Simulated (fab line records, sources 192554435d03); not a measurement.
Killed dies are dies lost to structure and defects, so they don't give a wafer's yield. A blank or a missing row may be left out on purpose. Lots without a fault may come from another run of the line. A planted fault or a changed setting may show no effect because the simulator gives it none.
fab line records | flow n5_finfet
record lots=24 wafers=72 last_day=18
route steps=1938 shown BEOL_M9@1464 BEOL_M10@1471
lots that met no fault: from a run of the same line without faults
start_h: hours from the record's first day to the start of the lot's first wafer shown | wait_h: hours since the lot's step before | " the same as in the row above | L1.1+2: a row that stands for several wafers | - no value, or no start given | * or withheld: withheld | < > ~ a bound
route shown NAME@n: a module of which the file shows steps, and the number in the route of the first | usual: mean/standard deviation of fault-free wafers | same: alike in all rows | chamber/n: place in a boat | sites: the reading at each site | _std_site: their standard deviation | _edge_site: outer sites' mean less inner sites' | radius_mm: how far each site lies from the wafer's centre | mask NAME#n: copy n | behind: the tool/chamber that last shaped the wafer | hold: why the lot was held/for how many hours/how that ended | device: the transistor (n, p or np) that didn't switch | end of line: the same wafers' tests at the end of the route | a step without rows: its recipe alone | killed: dies lost to structure and defects at the first sort, not the wafer's yield | map: a wafer's dies, x killed, . not, _ none there
set.NAME: the setting as run; set.NAME@STEP: as run at that earlier step | model.NAME: the simulator's own value behind a step, which no gauge read
steps of the route over a sample of lots; a table a step, a row a wafer
services: from which hour (start_h, from the record's first day; less than 0 if before it) a tool's chamber was out of use, for how many hours, and why
## steps
# step N5_BEOL_M9_CMP_52
# recipe stop_on=SiCOH_lowk t_overpolish_s=7 down_force_psi=1 platen_rpm=50 clearing_platen_down_force_psi=1.5 clearing_platen_rpm=50 post_cmp_clean=cu_alkaline target_thk_nm=140 clearing_platen_pad_velocity_m_s=0.99484 pad_velocity_m_s=0.99484
# usual barrier_field_endpoint_s=28.8/0.9 edge_zone_pressure_frac=1.000/0.0051 motor_current_A=5.8/0.66 overpolish_run_s=7.000/0.01 slurry_filter_dp_kPa=13.51/0.15 time_to_endpoint_s=65/4.4
# same t_overpolish_s=7
# columns lot.wafer tool chamber start_h wait_h barrier_field_endpoint_s edge_zone_pressure_frac motor_current_A overpolish_run_s slurry_filter_dp_kPa time_to_endpoint_s
L074.2 cmp-02 1 221.18 0.2 28.5 1.006 5.1 7.012 13.39 66
L074.3 " 2 " " 28.6 0.997 6.0 7.007 13.33 68
L074.5 " 0 " " 29.9 0.998 6.2 7.004 13.81 68
L075.3 cmp-01 2 221.63 0.2 28.2 1.009 5.9 7.017 13.59 63
L075.5 " 0 " " 29.3 1.001 4.7 7.000 13.71 63
L075.6 " 1 " " 29.7 0.997 6.9 7.003 13.51 70
L076.1 cmp-01 2 222.39 0.3 27.8 1.009 6.3 6.988 13.34 63
L076.2 " 0 " " 27.2 1.000 4.6 7.012 13.20 58
L076.5 " 2 " " 27.3 1.004 6.0 6.991 13.48 61
L078.1 cmp-02 1 231.15 0.3 29.2 1.004 5.2 6.988 13.56 66
L078.3 " 2 " " 29.5 1.008 5.5 6.991 13.42 68
L078.5 " 0 " " 30.3 0.999 6.0 6.998 13.43 68
L077.4 cmp-02 0 232.26 0.2 30.2 1.005 5.8 6.991 13.63 71
L077.3 " 1 " " 28.9 0.991 5.3 7.004 13.65 65
L077.6 " 0 " " 30.0 1.000 6.1 7.007 13.73 70
L079.4 cmp-03 0 240.50 0.3 29.0 0.992 7.0 6.990 13.50 62
L079.5 " 3 " " 29.3 1.000 6.1 6.995 13.51 61
L079.6 " 0 " " 28.2 0.995 6.2 6.996 13.09 61
L081.1 cmp-01 0 248.07 0.3 27.5 1.000 4.6 6.986 13.32 62
L081.2 " 1 " " 29.2 1.003 6.8 7.002 13.46 68
L081.6 " 0 " " 27.5 1.003 4.4 7.004 13.21 58
L080.2 cmp-01 1 248.31 0.2 29.4 0.998 6.2 7.013 13.29 65
L080.4 " 2 " " 28.7 1.012 5.9 7.001 13.38 61
L080.3 " 0 " " 28.1 0.995 4.7 7.000 13.47 61
L083.4 cmp-01 1 253.85 0.2 29.2 1.004 7.0 7.010 13.29 70
L083.5 " 3 " " 28.1 0.997 5.1 6.995 13.55 62
L083.6 " 0 " " 28.5 0.996 4.6 6.996 13.43 61
L082.1 cmp-01 2 265.66 0.3 27.7 1.002 6.2 7.018 13.59 59
L082.4 " 3 " " 28.0 1.000 4.8 7.011 13.64 59
L082.6 " 1 " " 28.5 1.001 7.1 7.013 13.59 64
L084.4 cmp-02 0 266.04 0.2 29.6 1.003 6.1 6.987 13.71 73
L084.6 " 1 " " 28.3 0.997 4.9 7.004 13.51 65
L084.5 " 2 " " 29.2 0.996 5.7 6.996 13.53 66
L085.4 cmp-03 3 274.09 0.1 28.3 0.993 6.0 6.976 13.53 62
L085.1 " 2 " " 29.3 0.996 5.9 6.994 13.45 70
L085.5 " 0 " " 27.6 1.005 6.7 7.003 13.56 57
L086.2 cmp-01 3 282.28 0.4 28.1 0.998 5.2 6.993 13.50 63
L086.3 " 0 " " 28.1 1.003 4.4 7.008 13.56 62
L086.6 " 3 " " 29.0 0.999 5.3 6.979 13.52 65
L087.4 cmp-03 0 283.64 0.1 28.4 0.991 7.1 7.035 13.51 62
L087.2 " 2 " " 29.6 0.995 5.8 7.001 13.25 74
L087.5 " 1 " " 28.7 0.997 6.0 6.992 13.57 65
L088.2 cmp-03 3 305.75 0.2 28.3 1.002 6.0 6.996 13.45 62
L088.1 " 0 " " 28.7 0.996 6.8 6.999 13.51 63
L088.4 " 1 " " 29.7 0.993 5.8 7.008 13.47 69
L090.4 cmp-03 2 306.08 0.2 30.4 0.999 5.7 7.005 13.53 74
L090.1 " 3 " " 28.6 1.002 5.8 6.990 13.45 61
L090.5 " 1 " " 29.7 0.999 6.2 7.021 13.37 68
L089.4 cmp-01 0 307.10 0.1 28.2 1.008 4.8 7.003 13.50 64
L089.2 " 3 " " 27.5 0.988 5.3 6.982 13.41 65
L089.5 " 0 " " 27.6 1.004 4.6 7.004 13.44 62
L091.2 cmp-03 2 328.11 0.2 29.4 1.000 5.8 6.992 13.67 72
L091.3 " 0 " " 27.9 1.000 6.7 6.995 13.52 59
L091.5 " 3 " " 27.9 0.995 6.0 6.980 13.58 62
L093.2 cmp-02 1 329.07 0.2 28.4 0.993 4.7 6.993 13.55 61
L093.3 " 2 " " 28.5 1.000 5.8 6.993 13.71 61
L093.1 " 0 " " 28.1 1.008 6.4 6.992 13.52 66
L094.2 cmp-02 1 332.73 0.2 28.3 0.994 5.0 6.988 13.45 62
L094.4 " 2 " " 27.9 1.002 5.8 6.998 13.39 62
L094.5 " 1 " " 29.0 1.000 5.0 6.998 13.65 63
L095.4 cmp-02 2 336.36 0.1 28.1 1.006 5.4 6.980 13.35 59
L095.2 " 3 " " 27.4 1.002 5.5 7.001 13.47 63
L095.3 " 0 " " 28.4 1.000 6.5 6.989 13.55 61
L092.2 cmp-01 0 336.49 0.2 29.3 0.990 4.5 7.000 13.25 65
L092.4 " 3 " " 29.8 0.994 5.2 6.997 13.53 67
L092.6 " 1 " " 30.3 0.999 6.8 7.007 13.33 71
L096.2 cmp-02 1 352.99 0.3 28.3 0.998 4.9 6.985 13.63 66
L096.3 " 3 " " 29.7 1.002 5.8 7.011 13.36 72
L096.6 " 0 " " 28.6 1.001 5.8 6.998 13.38 69
L097.4 cmp-03 3 361.66 0.2 29.6 0.996 6.0 6.997 13.27 66
L097.2 " 0 " " 28.6 0.996 6.4 6.998 13.40 64
L097.6 " 3 " " 28.6 1.005 6.2 6.999 13.28 66
# step N5_BEOL_M10_CURE_71
# recipe temp_c=385 time_s=240 ambient=He/Ar material=SiCOH_lowk
# usual lamp_power_pct=52.31/0.055 wafer_temp_C_max=387.0/0.67
# columns lot.wafer tool chamber start_h wait_h lamp_power_pct wafer_temp_C_max
L074.2 uv_cure-03 1 221.82 0.2 52.28 386.1
L074.3 " 1 " " 52.29 385.7
L074.5 " 1 " " 52.32 386.0
L075.3 uv_cure-02 2 222.31 0.2 52.27 386.3
L075.5 " 2 " " 52.33 386.5
L075.6 " 2 " " 52.35 387.3
L076.1 uv_cure-03 2 222.98 0.0 52.37 387.0
L076.2 " 2 " " 52.40 388.4
L076.5 " 2 " " 52.31 387.4
L078.1 uv_cure-03 0 231.95 0.3 52.26 387.3
L078.3 " 0 " " 52.26 387.4
L078.5 " 0 " " 52.33 386.9
L077.3 uv_cure-03 0 232.99 0.2 52.37 387.7
L077.4 " 0 " " 52.26 386.8
L077.6 " 0 " " 52.32 386.7
L079.4 uv_cure-02 2 241.28 0.3 52.35 386.0
L079.5 " 2 " " 52.31 387.0
L079.6 " 2 " " 52.39 386.4
L081.1 uv_cure-03 0 248.61 0.0 52.32 388.2
L081.2 " 0 " " 52.32 387.7
L081.6 " 0 " " 52.35 386.9
L080.2 uv_cure-02 1 249.00 0.2 52.25 386.5
L080.3 " 1 " " 52.29 387.0
L080.4 " 1 " " 52.31 386.7
L083.4 uv_cure-03 0 254.59 0.3 52.42 387.5
L083.5 " 0 " " 52.31 387.2
L083.6 " 0 " " 52.32 387.1
L082.1 uv_cure-03 1 266.23 0.0 52.31 386.7
L082.4 " 1 " " 52.35 386.4
L082.6 " 1 " " 52.37 386.5
L084.4 uv_cure-02 2 266.77 0.3 52.30 386.6
L084.5 " 2 " " 52.38 386.1
L084.6 " 2 " " 52.29 386.3
L085.1 uv_cure-03 2 274.66 0.0 52.43 387.4
L085.4 " 2 " " 52.28 386.9
L085.5 " 2 " " 52.33 388.0
L086.2 uv_cure-03 0 282.92 0.1 52.29 387.2
L086.3 " 0 " " 52.26 387.0
L086.6 " 0 " " 52.35 386.6
L087.2 uv_cure-03 1 284.44 0.2 52.30 386.0
L087.4 " 1 " " 52.27 386.0
L087.5 " 1 " " 52.40 386.9
L088.1 uv_cure-03 0 306.29 0.0 52.28 387.2
L088.2 " 0 " " 52.36 387.7
L088.4 " 0 " " 52.19 387.5
L090.1 uv_cure-01 0 306.57 0.0 52.22 385.9
L090.4 " 0 " " 52.44 386.1
L090.5 " 0 " " 52.38 386.6
L089.2 uv_cure-03 2 307.75 0.1 52.35 387.2
L089.4 " 2 " " 52.26 387.6
L089.5 " 2 " " 52.27 387.4
L091.2 uv_cure-03 1 328.79 0.2 52.37 385.9
L091.3 " 1 " " 52.25 386.8
L091.5 " 1 " " 52.39 386.4
L093.1 uv_cure-03 0 329.64 0.0 52.35 386.5
L093.2 " 0 " " 52.20 387.0
L093.3 " 0 " " 52.35 387.2
L094.2 uv_cure-01 1 333.44 0.1 52.30 387.5
L094.4 " 1 " " 52.28 388.3
L094.5 " 1 " " 52.34 387.6
L092.2 uv_cure-01 0 337.24 0.2 52.26 387.1
L092.4 " 0 " " 52.28 387.2
L092.6 " 0 " " 52.48 386.9
L095.2 uv_cure-02 1 337.29 0.2 52.24 386.4
L095.3 " 1 " " 52.38 386.9
L095.4 " 1 " " 52.30 387.2
L096.2 uv_cure-02 0 353.79 0.3 52.25 387.4
L096.3 " 0 " " 52.34 387.2
L096.6 " 0 " " 52.34 386.6
L097.2 uv_cure-02 1 362.27 0.1 52.19 386.5
L097.4 " 1 " " 52.39 386.4
L097.6 " 1 " " 52.29 386.1
# step N5_BEOL_M10_CD_MEAS_18
# recipe pitch_nm=140 target_cd_nm=70
# usual cd_nm=69.5/0.93
# columns lot.wafer tool chamber start_h wait_h cd_nm
L074.2 cd_sem-02 - 223.58 0.1 69.4
L074.3 " - " " 68.9
L074.5 " - " " 68.8
L075.3 cd_sem-01 - 226.49 0.1 70.5
L075.5 " - " " 70.6
L075.6 " - " " 72.0
L076.1 cd_sem-03 - 226.68 0.0 68.8
L076.2 " - " " 69.8
L076.5 " - " " 68.7
L078.1 cd_sem-02 - 234.11 0.0 70.7
L078.3 " - " " 69.6
L078.5 " - " " 69.7
L077.3 cd_sem-01 - 235.69 0.1 70.6
L077.4 " - " " 69.8
L077.6 " - " " 69.6
L079.4 cd_sem-03 - 243.21 0.1 70.1
L079.5 " - " " 70.3
L079.6 " - " " 69.7
L081.1 cd_sem-03 - 250.67 0.0 69.4
L081.2 " - " " 70.9
L081.6 " - " " 70.1
L080.2 cd_sem-02 - 253.00 0.1 69.7
L080.3 " - " " 69.0
L080.4 " - " " 69.7
L083.4 cd_sem-02 - 256.48 0.1 70.1
L083.5 " - " " 68.5
L083.6 " - " " 68.7
L082.1 cd_sem-03 - 270.06 0.0 69.2
L082.4 " - " " 67.3
L082.6 " - " " 67.5
L084.4 cd_sem-01 - 270.24 0.0 69.2
L084.5 " - " " 69.6
L084.6 " - " " 68.6
L085.1 cd_sem-03 - 276.83 0.0 70.5
L085.4 " - " " 69.0
L085.5 " - " " 69.2
L086.2 cd_sem-03 - 285.98 0.1 70.4
L086.3 " - " " 70.7
L086.6 " - " " 70.3
L087.2 cd_sem-03 - 286.58 0.1 70.3
L087.4 " - " " 69.5
L087.5 " - " " 70.9
L088.1 cd_sem-02 - 308.83 0.0 68.0
L088.2 " - " " 66.5
L088.4 " - " " 68.6
L090.1 cd_sem-02 - 308.96 0.0 69.9
L090.4 " - " " 69.1
L090.5 " - " " 70.0
L089.2 cd_sem-01 - 309.25 0.1 69.5
L089.4 " - " " 69.9
L089.5 " - " " 69.8
L091.2 cd_sem-01 - 330.36 0.1 68.7
L091.3 " - " " 68.3
L091.5 " - " " 69.3
L093.1 cd_sem-03 - 333.04 0.0 70.6
L093.2 " - " " 69.4
L093.3 " - " " 70.3
L094.2 cd_sem-03 - 334.89 0.1 67.1
L094.4 " - " " 69.2
L094.5 " - " " 68.2
L092.2 cd_sem-01 - 339.00 0.1 68.7
L092.4 " - " " 67.9
L092.6 " - " " 68.2
L095.2 cd_sem-03 - 339.70 0.1 69.8
L095.3 " - " " 70.0
L095.4 " - " " 68.7
L096.2 cd_sem-02 - 355.75 0.1 68.9
L096.3 " - " " 69.5
L096.6 " - " " 68.0
L097.2 cd_sem-01 - 365.59 0.1 70.7
L097.4 " - " " 69.2
L097.6 " - " " 69.3
# step N5_BEOL_M10_DESCUM_33
# recipe chemistry=O2 time_s=7.9 source_power_w=50 bias_power_w=20 pressure_mtorr=20 rf_frequency_hz=2.712e+07 temp_c=40 resist=CAR-ArF o2_flow_sccm=225
# usual drypump_motor_current_A=5.6/0.46 oes_product_au=0.80/0.093 rf_vpp_V=243.1/1.7 showerhead_plenum_p_Torr=2.10/0.11 throttle_valve_pct=20.46/0.23
# columns lot.wafer tool chamber start_h wait_h drypump_motor_current_A oes_product_au rf_hours_counter_h rf_vpp_V showerhead_plenum_p_Torr throttle_valve_pct
L074.2 rie_diel-05 3 224.88 0.2 6.0 0.80 120 244.0 2.20 20.34
L074.3 " 1 " " 6.5 0.95 10 244.3 2.25 20.53
L074.5 " 0 " " 5.8 0.92 - 241.1 2.07 20.40
L076.1 rie_diel-03 2 228.19 0.0 5.2 0.78 141 241.3 1.98 20.17
L076.2 " 3 " " 5.4 0.70 224 242.4 2.06 20.44
L076.5 " 2 " " 5.2 0.78 - 241.5 1.98 20.20
L075.3 rie_diel-04 1 228.36 0.0 4.9 0.69 206 241.4 1.99 20.60
L075.5 " 3 " " 5.3 0.97 - 244.2 2.23 20.21
L075.6 " 2 " " 6.1 0.68 - 240.7 2.01 21.04
L077.3 rie_diel-04 0 236.62 0.0 5.5 0.91 34 245.1 2.15 20.21
L077.4 " 1 " " 4.9 0.69 208 240.3 1.99 20.60
L077.6 " 0 " " 5.5 0.91 - 244.4 2.15 20.20
L078.1 rie_diel-03 1 236.79 0.0 6.0 0.74 153 240.1 2.01 20.79
L078.3 " 0 " " 5.5 0.85 63 244.7 2.25 20.45
L078.5 " 1 " " 6.0 0.74 - 241.9 2.01 20.77
L079.4 rie_diel-04 2 245.31 0.3 6.2 0.68 242 241.0 2.01 21.04
L079.5 " 2 " " 6.2 0.67 - 241.5 2.01 21.02
L079.6 " 1 " " 4.9 0.69 - 241.8 1.99 20.62
L081.1 rie_diel-03 3 251.35 0.0 5.3 0.69 231 243.6 2.06 20.46
L081.2 " 0 " " 5.5 0.85 68 244.1 2.25 20.44
L081.6 " 0 " " 5.5 0.85 - 246.0 2.25 20.45
L080.2 rie_diel-03 3 253.82 0.3 5.4 0.69 233 243.7 2.06 20.47
L080.3 " 0 " " 5.5 0.85 69 245.0 2.25 20.48
L080.4 " 2 " " 5.2 0.77 - 242.4 1.97 20.20
L083.4 rie_diel-04 3 257.51 0.0 5.3 0.94 23 245.7 2.23 20.22
L083.5 " 2 " " 6.1 0.67 - 240.5 2.00 21.05
L083.6 " 1 " " 4.9 0.69 - 242.6 1.99 20.63
L084.4 rie_diel-05 3 272.12 0.3 6.0 0.78 135 242.6 2.19 20.38
L084.5 " 2 " " 6.3 0.71 - 242.5 1.98 20.26
L084.6 " 1 " " 6.5 0.89 - 247.4 2.24 20.57
L082.1 rie_diel-04 3 272.61 0.6 5.3 0.92 29 245.1 2.22 20.24
L082.4 " 3 " " 5.3 0.91 - 243.8 2.22 20.23
L082.6 " 0 " " 5.5 0.89 - 244.4 2.15 20.22
L085.1 rie_diel-04 3 277.33 0.0 5.3 0.91 32 244.6 2.22 20.24
L085.4 " 0 " " 5.5 0.90 - 244.4 2.15 20.24
L085.5 " 3 " " 5.3 0.92 - 246.2 2.22 20.24
L086.2 rie_diel-03 1 286.58 0.1 6.0 0.73 170 242.6 2.00 20.83
L086.3 " 0 " " 5.5 0.83 78 245.1 2.25 20.46
L086.6 " 0 " " 5.5 0.83 - 244.3 2.25 20.48
L087.2 rie_diel-05 2 291.03 0.2 6.3 0.72 223 241.3 1.98 20.26
L087.4 " 3 " " 6.0 0.77 141 245.7 2.19 20.37
L087.5 " 1 " " 6.5 0.89 - 244.5 2.24 20.58
L088.1 rie_diel-05 1 310.70 0.0 6.5 0.88 38 244.4 2.23 20.59
L088.2 " 2 " " 6.3 0.70 227 241.4 1.98 20.27
L088.4 " 3 " " 6.0 0.77 148 243.2 2.19 20.38
L090.1 rie_diel-03 0 310.74 0.0 5.5 0.82 89 245.5 2.24 20.49
L090.4 " 2 " " 5.2 0.75 - 242.0 1.97 20.25
L090.5 " 1 " " 6.0 0.73 - 242.3 2.00 20.84
L089.2 rie_diel-04 3 310.78 0.0 5.3 0.89 47 245.0 2.22 20.27
L089.4 " 2 " " 6.2 0.95 - 245.9 2.27 20.61
L089.5 " 3 " " 5.3 0.89 - 244.6 2.22 20.28
L091.2 rie_diel-03 1 331.12 0.1 6.0 0.72 188 240.7 2.00 20.85
L091.3 " 2 " " 5.2 0.74 183 241.9 1.96 20.25
L091.5 " 2 " " 5.2 0.74 - 241.8 1.96 20.25
L093.1 rie_diel-04 0 333.54 0.0 5.5 0.87 67 244.5 2.14 20.26
L093.2 " 3 " " 5.3 0.86 57 245.2 2.21 20.27
L093.3 " 2 " " 6.2 0.93 14 245.9 2.27 20.65
L094.2 rie_diel-03 3 335.49 0.0 5.4 0.94 2 243.4 2.05 20.17
L094.4 " 2 " " 5.2 0.75 184 242.5 1.96 20.25
L094.5 " 0 " " 5.5 0.80 - 243.7 2.24 20.49
L092.2 rie_diel-05 0 340.08 0.0 5.8 0.84 67 242.7 2.06 20.46
L092.4 " 3 " " 6.0 0.77 157 244.1 2.18 20.40
L092.6 " 0 " " 5.8 0.85 - 242.5 2.06 20.46
L095.2 rie_diel-03 1 340.63 0.5 6.0 0.73 192 241.6 2.00 20.86
L095.3 " 3 " " 5.3 0.94 4 243.6 2.05 20.18
L095.4 " 0 " " 5.5 0.80 100 245.4 2.24 20.49
L096.2 rie_diel-03 0 356.88 0.0 5.5 0.81 105 243.2 2.24 20.52
L096.3 " 3 " " 5.3 0.91 10 242.9 2.05 20.17
L096.6 " 1 " " 6.0 0.72 - 240.2 2.00 20.85
L097.2 rie_diel-05 0 366.61 0.3 5.8 0.83 76 242.0 2.05 20.48
L097.4 " 3 " " 6.0 0.76 166 245.3 2.18 20.44
L097.6 " 2 " " 6.2 0.70 - 242.0 1.97 20.30
# step N5_BEOL_M10_ALD_74
# recipe material=TaN target_thk_a=20 temp_c=275 ald_precursor_family=PDMAT ald_co_reactant=NH3 pressure_torr=3 carrier_flow_sccm=1500 pulse_time_s=2 purge_time_s=3 co_reactant_purge_time_s=2 co_reactant_pulse_time_s=3 ald_cycles=40 precursor_vessel_temp_c=75 precursor_vessel_pressure_torr=26.25 precursor_vessel_carrier_sccm=1000
# usual heater_power_w=441/57
# columns lot.wafer tool chamber start_h wait_h heater_power_w
L074.2 ald_metal-01 2 226.00 0.0 429
L074.3 " 0 " " 435
L074.5 " 3 " " 544
L076.1 ald_metal-01 1 229.30 0.0 412
L076.2 " 2 " " 410
L076.5 " 0 " " 436
L075.3 ald_metal-04 1 229.72 0.2 547
L075.5 " 2 " " 412
L075.6 " 1 " " 533
L077.3 ald_metal-01 2 237.99 0.0 423
L077.4 " 1 " " 410
L077.6 " 0 " " 426
L078.1 ald_metal-04 0 238.07 0.0 404
L078.3 " 2 " " 413
L078.5 " 0 " " 399
L079.4 ald_metal-01 3 246.68 0.1 537
L079.5 " 3 " " 555
L079.6 " 0 " " 437
L081.1 ald_metal-01 2 252.57 0.1 405
L081.2 " 3 " " 553
L081.6 " 1 " " 410
L080.2 ald_metal-02 2 255.52 0.0 465
L080.3 " 3 " " 451
L080.4 " 1 " " 395
L083.4 ald_metal-01 3 259.80 0.3 548
L083.5 " 0 " " 436
L083.6 " 1 " " 405
L084.4 ald_metal-04 2 273.23 0.0 403
L084.5 " 3 " " 395
L084.6 " 0 " " 397
L082.1 ald_metal-02 3 275.57 0.1 437
L082.4 " 0 " " 447
L082.6 " 3 " " 450
L085.1 ald_metal-04 0 278.47 0.1 407
L085.4 " 2 " " 396
L085.5 " 1 " " 554
L086.2 ald_metal-04 0 288.64 0.3 396
L086.3 " 1 " " 535
L086.6 " 0 " " 399
L087.2 ald_metal-04 0 294.83 0.2 399
L087.4 " 1 " " 538
L087.5 " 3 " " 400
L088.1 ald_metal-01 1 312.74 0.1 414
L088.2 " 0 " " 429
L088.4 " 2 " " 418
L090.1 ald_metal-04 2 312.94 0.0 408
L090.4 " 3 " " 397
L090.5 " 0 " " 399
L089.2 ald_metal-01 1 313.00 0.1 408
L089.4 " 0 " " 432
L089.5 " 3 " " 559
L091.2 ald_metal-01 3 332.40 0.1 546
L091.3 " 0 " " 427
L091.5 " 1 " " 419
L093.1 ald_metal-04 2 334.77 0.0 412
L093.2 " 0 " " 387
L093.3 " 3 " " 397
L094.2 ald_metal-04 0 337.71 0.1 399
L094.4 " 3 " " 395
L094.5 " 3 " " 387
L092.2 ald_metal-04 2 341.19 0.0 408
L092.4 " 0 " " 394
L092.6 " 3 " " 409
L095.2 ald_metal-01 1 342.00 0.2 417
L095.3 " 3 " " 543
L095.4 " 0 " " 434
L096.2 ald_metal-02 3 360.63 0.1 422
L096.3 " 2 " " 438
L096.6 " 2 " " 429
L097.2 ald_metal-01 0 369.76 0.0 431
L097.4 " 1 " " 398
L097.6 " 3 " " 556
# step N5_BEOL_M10_SURFACE_TREAT_76
# recipe gas=Ar time_s=* ion_energy_ev=* ion_current_ma_cm2=0.5 pressure_mtorr=* ar_flow_sccm=30
# usual throttle_valve_pct=*
# columns lot.wafer tool chamber start_h wait_h throttle_valve_pct
L074.2 pvd_sputter-03 - 226.32 0.2 *
L074.3 " - " " *
L074.5 " - " " *
L076.1 pvd_sputter-03 - 229.63 0.2 *
L076.2 " - " " *
L076.5 " - " " *
L075.3 pvd_sputter-03 - 230.43 0.6 *
L075.5 " - " " *
L075.6 " - " " *
L077.3 pvd_sputter-02 - 238.29 0.2 *
L077.4 " - " " *
L077.6 " - " " *
L078.1 pvd_sputter-01 - 238.41 0.2 *
L078.3 " - " " *
L078.5 " - " " *
L079.4 pvd_sputter-03 - 246.99 0.2 *
L079.5 " - " " *
L079.6 " - " " *
L081.1 pvd_sputter-02 - 252.92 0.2 *
L081.2 " - " " *
L081.6 " - " " *
L080.2 pvd_sputter-01 - 255.86 0.2 *
L080.3 " - " " *
L080.4 " - " " *
L083.4 pvd_sputter-02 - 260.12 0.2 *
L083.5 " - " " *
L083.6 " - " " *
L084.4 pvd_sputter-01 - 274.83 1.5 *
L084.5 " - " " *
L084.6 " - " " *
L082.1 pvd_sputter-02 - 275.89 0.2 *
L082.4 " - " " *
L082.6 " - " " *
L085.1 pvd_sputter-03 - 278.83 0.2 *
L085.4 " - " " *
L085.5 " - " " *
L086.2 pvd_sputter-01 - 289.35 0.6 *
L086.3 " - " " *
L086.6 " - " " *
L087.2 pvd_sputter-01 - 295.15 0.2 *
L087.4 " - " " *
L087.5 " - " " *
L088.1 pvd_sputter-01 - 313.05 0.2 *
L088.2 " - " " *
L088.4 " - " " *
L090.1 pvd_sputter-02 - 313.26 0.2 *
L090.4 " - " " *
L090.5 " - " " *
L089.2 pvd_sputter-01 - 313.29 0.2 *
L089.4 " - " " *
L089.5 " - " " *
L091.2 pvd_sputter-01 - 332.70 0.2 *
L091.3 " - " " *
L091.5 " - " " *
L093.1 pvd_sputter-01 - 335.06 0.2 *
L093.2 " - " " *
L093.3 " - " " *
L094.2 pvd_sputter-03 - 338.01 0.2 *
L094.4 " - " " *
L094.5 " - " " *
L092.2 pvd_sputter-02 - 341.51 0.2 *
L092.4 " - " " *
L092.6 " - " " *
L095.2 pvd_sputter-01 - 345.97 3.8 *
L095.3 " - " " *
L095.4 " - " " *
L096.2 pvd_sputter-03 - 360.92 0.2 *
L096.3 " - " " *
L096.6 " - " " *
L097.2 pvd_sputter-03 - 370.06 0.2 *
L097.4 " - " " *
L097.6 " - " " *
## services
# columns tool chamber start_h hours kind
cmp-03 - 197.97 1.2 repair
rie_diel-04 2 201.91 1.7 repair
ald_metal-04 0 202.20 1.8 repair
ald_metal-01 0 203.04 15.3 repair
cmp-01 - 213.75 1.4 repair
ald_metal-01 - 217.23 2.8 pm
cmp-03 - 221.06 12.2 pm
cmp-01 - 237.81 2.7 repair
cmp-03 - 243.64 0.5 repair
rie_diel-03 1 247.14 7.8 repair
uv_cure-02 - 253.89 2.1 pm
cmp-02 - 266.15 4.0 pm
cmp-01 - 270.15 5.2 pm
rie_diel-04 0 302.16 21.8 repair
cmp-01 - 302.36 1.8 repair
uv_cure-02 - 307.17 14.6 pm
ald_metal-04 1 308.17 5.8 repair
rie_diel-04 - 322.52 0.7 repair
uv_cure-02 - 323.12 4.5 pm
cmp-01 - 324.92 4.0 pm
cmp-02 - 341.46 1.3 repair
uv_cure-03 - 345.19 24.9 pm
cmp-03 - 352.26 3.0 repair
rie_diel-03 1 367.32 6.9 repair
## key
fault none
